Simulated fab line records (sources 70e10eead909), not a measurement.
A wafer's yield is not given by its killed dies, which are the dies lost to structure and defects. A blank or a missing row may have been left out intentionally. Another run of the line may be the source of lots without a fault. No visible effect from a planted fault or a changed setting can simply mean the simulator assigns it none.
Chamber matching | flow nand harc | 4 sister chambers for NHARC_P_CONTACT_CMP_01 on cmp-04
The step polishes SiO2, target thk 200 nm. 16 wafers are shown with their chamber, then 8 later ones without.

## WAFERS PAIRED WITH THEIR CHAMBERS
wafer  | chamber | motor current A (A)
L856.1 | 2       | 11.7
L856.5 | 3       | 11.8
L856.6 | 0       | 14.7
L858.2 | 2       | 11.0
L858.4 | 1       | 13.3
L858.5 | 2       | 10.1
L864.1 | 0       | 14.7
L864.2 | 1       | 13.6
L864.6 | 3       | 11.5
L868.3 | 0       | 14.6
L868.4 | 1       | 13.8
L868.5 | 0       | 14.1
L869.1 | 2       | 10.7
L869.2 | 3       | 11.2
L869.5 | 1       | 14.3
L871.2 | 1       | 13.6

SIGNATURES (averages over the wafers above)
reading         | chamber 0 | chamber 1 | chamber 2 | chamber 3 | scatter within a chamber
motor current A | 14.525    | 13.720    | 10.875    | 11.500    | 0.438
Rule: for each reading, subtract the chamber's mean from the wafer's reading, divide by that reading's scatter and square the result; add these up over the readings and take the root, which gives the wafer's distance from the chamber. The wafer belongs to the nearest chamber; if the next one is less than 2 further off, it can't be placed. The scatter: the root of (the sum of the squares of (reading less its chamber's mean) over the shown wafers, divided by (wafers less chambers)).

## WAFERS WITH NO CHAMBER GIVEN
wafer  | motor current A (A)
L871.4 | 14.8
L871.6 | 11.1
L873.1 | 14.3
L873.2 | 12.0
L873.5 | 11.2
L879.1 | 13.9
L879.3 | 11.7
L879.5 | 11.7

## THE CHAMBER EACH PASSED THROUGH
wafer  | from the rows above     | in truth
L871.4 | can't be placed: 0 or 1 | 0
L871.6 | can't be placed: 2 or 3 | 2
L873.1 | can't be placed: 0 or 1 | 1
L873.2 | can't be placed: 3 or 2 | 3
L873.5 | can't be placed: 3 or 2 | 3
L879.1 | can't be placed: 1 or 0 | 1
L879.3 | can't be placed: 3 or 2 | 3
L879.5 | can't be placed: 3 or 2 | 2
Placed correctly: 0 of 8. Unplaceable from these rows: 8, with the true chamber sitting among the candidates in 8. Wrongly placed: 0.
